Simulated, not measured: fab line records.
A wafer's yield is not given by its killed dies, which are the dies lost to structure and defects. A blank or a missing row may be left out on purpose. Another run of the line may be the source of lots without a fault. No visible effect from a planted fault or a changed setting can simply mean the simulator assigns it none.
Which tool was responsible? | flow n5Finfet | 32 wafers from 11 lots sampled at 4 of the route's 1938 steps

## WHAT THE GAUGES SHOWED, per wafer
Not one reading of a measure or inspect step in the record can be checked against a usual standard deviation.

## EACH LOT AND THE TOOL THAT RAN IT (in order: tool; ch and the chambers of the sampled wafers; start)
lot  | N5_BEOL_M6_STRIP_80               | N5_MIM_TOP_SPUTTER_03       | N5_MIM_TOP_LITHO_DESCUM_10        | N5_PASSIVATION_PROBE_49
L718 | rieDiel-05 ch 0,2,3, day 8 14:32  | pvdSputter-02, day 11 18:11 | rieDiel-01 ch 0,2,3, day 11 18:46 | -
L720 | rieDiel-01 ch 1,2,3, day 9 00:37  | pvdSputter-02, day 11 18:19 | rieDiel-01 ch 2,3, day 11 18:55   | -
L719 | rieDiel-01 ch 1,2, day 9 05:35    | pvdSputter-03, day 12 09:24 | rieDiel-04 ch 0,1, day 12 09:53   | -
L721 | rieDiel-04 ch 1,3, day 9 05:39    | pvdSputter-03, day 12 06:14 | rieDiel-05 ch 0,3, day 12 06:43   | -
L723 | rieDiel-05 ch 1,2,3, day 9 12:58  | pvdSputter-02, day 12 17:45 | rieDiel-05 ch 0,2,3, day 12 18:19 | -
L722 | rieDiel-04 ch 0,2, day 9 19:12    | pvdSputter-01, day 12 18:47 | rieDiel-01 ch 0,3, day 12 19:28   | -
L727 | rieDiel-05 ch 2,3, day 11 07:28   | pvdSputter-03, day 13 21:49 | rieDiel-05 ch 0,1,3, day 13 22:18 | -
L732 | rieDiel-04 ch 0,1, day 11 23:22   | pvdSputter-01, day 14 20:07 | rieDiel-01 ch 0,2,3, day 14 20:54 | prober-02, day 15 09:37
L731 | rieDiel-04 ch 0,1,2, day 12 08:31 | pvdSputter-01, day 15 07:48 | rieDiel-05 ch 1,2,3, day 15 08:25 | prober-02, day 15 20:10
L733 | rieDiel-05 ch 0,1,3, day 12 14:49 | pvdSputter-02, day 15 19:51 | rieDiel-05 ch 0,1, day 15 20:27   | -
L740 | rieDiel-05 ch 0,2,3, day 14 11:52 | pvdSputter-02, day 17 08:55 | rieDiel-05 ch 0,2, day 17 09:23   | -
- N5_BEOL_M6_STRIP_80: strips in N2/H2, time 10 s.
- N5_MIM_TOP_SPUTTER_03: material TiN, target thk 35 nm, time 89.7 s.
- N5_MIM_TOP_LITHO_DESCUM_10: chemistry O2, time 7.9 s.
- N5_PASSIVATION_PROBE_49

## WHAT THE TOOLS THEMSELVES READ (means of the sampled wafers that have a number; where no wafer has one, the mark that the record gives instead)
N5_BEOL_M6_STRIP_80.
lot  | tool       | drypumpMotorCurrentA (A) | n2FlowSccm (sccm) | oesProductAu (a.u.) | rfVppV (V) | showerheadPlenumPTorr (Torr) | throttleValvePct (%)
L718 | rieDiel-05 | 5.3                      | 200.3             | 0.83                | 59.9       | 2.49                         | 23.26
L720 | rieDiel-01 | 5.3                      | 199.9             | 0.70                | 60.1       | 2.55                         | 23.64
L719 | rieDiel-01 | 5.8                      | 199.8             | 0.70                | 59.6       | 2.55                         | 23.74
L721 | rieDiel-04 | 5.1                      | 199.9             | 0.77                | 59.3       | 2.64                         | 23.80
L723 | rieDiel-05 | 5.5                      | 200.0             | 0.77                | 58.0       | 2.48                         | 23.53
L722 | rieDiel-04 | 5.4                      | 199.9             | 0.84                | 58.8       | 2.47                         | 23.79
L727 | rieDiel-05 | 5.1                      | 199.7             | 0.77                | 58.8       | 2.50                         | 23.23
L732 | rieDiel-04 | 5.5                      | 199.7             | 0.93                | 59.9       | 2.56                         | 23.84
L731 | rieDiel-04 | 5.4                      | 200.2             | 0.84                | 59.4       | 2.54                         | 23.77
L733 | rieDiel-05 | 5.8                      | 199.9             | 0.75                | 59.5       | 2.45                         | 23.62
L740 | rieDiel-05 | 5.3                      | 199.9             | 0.78                | 59.0       | 2.47                         | 23.32

N5_MIM_TOP_SPUTTER_03.
lot  | tool          | throttleValvePct (%)
L718 | pvdSputter-02 | 30.2
L720 | pvdSputter-02 | 30.4
L719 | pvdSputter-03 | 29.5
L721 | pvdSputter-03 | 29.5
L723 | pvdSputter-02 | 31.0
L722 | pvdSputter-01 | 30.4
L727 | pvdSputter-03 | 30.2
L732 | pvdSputter-01 | 29.8
L731 | pvdSputter-01 | 30.5
L733 | pvdSputter-02 | 31.1
L740 | pvdSputter-02 | 30.0

N5_MIM_TOP_LITHO_DESCUM_10.
lot  | tool       | drypumpMotorCurrentA (A) | oesProductAu (a.u.) | rfVppV (V) | showerheadPlenumPTorr (Torr) | throttleValvePct (%)
L718 | rieDiel-01 | 5.4                      | 0.92                | 242.7      | 2.04                         | 20.19
L720 | rieDiel-01 | 5.8                      | 0.95                | 243.2      | 2.04                         | 20.12
L719 | rieDiel-04 | 5.4                      | 0.91                | 243.8      | 2.09                         | 20.32
L721 | rieDiel-05 | 5.5                      | 0.81                | 241.2      | 2.02                         | 20.19
L723 | rieDiel-05 | 5.4                      | 0.78                | 242.8      | 2.05                         | 20.26
L722 | rieDiel-01 | 4.8                      | 0.89                | 243.0      | 2.05                         | 20.23
L727 | rieDiel-05 | 5.7                      | 0.75                | 242.3      | 2.00                         | 20.38
L732 | rieDiel-01 | 5.3                      | 0.87                | 241.6      | 2.04                         | 20.23
L731 | rieDiel-05 | 5.5                      | 0.72                | 241.7      | 2.03                         | 20.47
L733 | rieDiel-05 | 6.3                      | 0.74                | 242.0      | 1.99                         | 20.35
L740 | rieDiel-05 | 5.7                      | 0.80                | 242.1      | 2.04                         | 20.07

N5_PASSIVATION_PROBE_49.
lot  | tool      | defectLimitedYield (%) | killed_at_M0_to_M3 | killed_at_M4_up | killedAtContacts | killedAtFrontEnd | killedAtOther | killedDies | killedOnRim | killedOpen | killedShort | sort_bin_5_function (%) | sort_bin_6_memory (%) | sort_bin_8_speed (%) | sortNPass | sortYieldPct (%)
L732 | prober-02 | 83.4                   | 26                 | 124             | 8                | 30               | 8             | 196        | 25          | 47         | 30          | 10.0                    | 3.8                   | 0.00                 | 984       | 83.4
L731 | prober-02 | 83.5                   | 39                 | 103             | 9                | 41               | 3             | 195        | 29          | 67         | 36          | 10.1                    | 3.7                   | 0.00                 | 985       | 83.5

## THE ANSWER, worked out from the rows above alone
Rule: what is usual is taken from the lots themselves. Put in order of their means at a reading, lots are off if they are a third of the lots or fewer, leave a main group of 4 or more, and stand apart from it by a gap of 3 or more times the standard deviation of the main group's means; of several such gaps the widest counts. A main group whose means are all the same, to the digits that the tables above print for the reading, isn't used. Also off: a lot with no number at a reading for which 4 or more lots have one. Where the step has rows for the other lots, those lots are counted as sound. First the gauges in route order, then the tools' own readings, where a lot's mean is used as printed above. At the first step where some lot is off, the reading lying furthest off is the one used; lots without a number count as furthest.
No lot is off on any of the readings shown, so nothing can be concluded from this.

## WHAT WAS PUT IN BY THE SIMULATOR
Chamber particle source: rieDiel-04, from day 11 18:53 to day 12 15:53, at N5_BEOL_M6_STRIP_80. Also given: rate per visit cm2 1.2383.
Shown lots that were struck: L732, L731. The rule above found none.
